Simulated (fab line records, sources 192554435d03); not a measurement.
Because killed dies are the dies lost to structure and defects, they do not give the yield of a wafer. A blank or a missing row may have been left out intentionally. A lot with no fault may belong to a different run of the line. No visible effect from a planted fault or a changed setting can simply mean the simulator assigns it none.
Matching of chambers -- flow n5_finfet -- pecvd-03 running N5_BEOL_M6_DEP_56: 3 sister chambers
The step deposits SiCN from 3MS/NH3, target thk 10 nm, time 17.5 s. 3 wafers are shown with their chamber, then 11 later ones without.

WAFERS WITH THEIR CHAMBER
wafer,chamber,showerhead_vpp_V (V)
L084.6,2,832
L089.2,1,938
L087.1,0,879

WAFERS WITH NO CHAMBER GIVEN
wafer,showerhead_vpp_V (V)
L087.3,830
L087.5,886
L094.1,862
L094.2,946
L094.4,889
L095.2,890
L095.3,814
L095.6,879
L096.3,826
L096.4,943
L096.5,882

CHAMBER TAKEN BY EACH
wafer,from the rows above,in truth
L087.3,2,2
L087.5,0,0
L094.1,can't be placed: 0 or 2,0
L094.2,1,1
L094.4,0,0
L095.2,0,0
L095.3,2,2
L095.6,0,0
L096.3,2,2
L096.4,1,1
L096.5,0,0
Placed correctly: 10 of 11. Can't be placed from these rows: 1 (the true chamber is among the candidates in 1). 0 placed wrongly.
How it was worked out, from the rows above alone: a wafer's distance from a chamber is the root of the sum, over the readings, of the square of ((its reading less the chamber's mean) divided by the reading's scatter). The wafer belongs to the nearest chamber; if the next one is less than 2 further off, it can't be placed. Each chamber's mean is taken over the wafers shown for it. The scatter: root of mean squared gap, hidden wafer to nearest shown wafer, with one shown wafer a chamber.
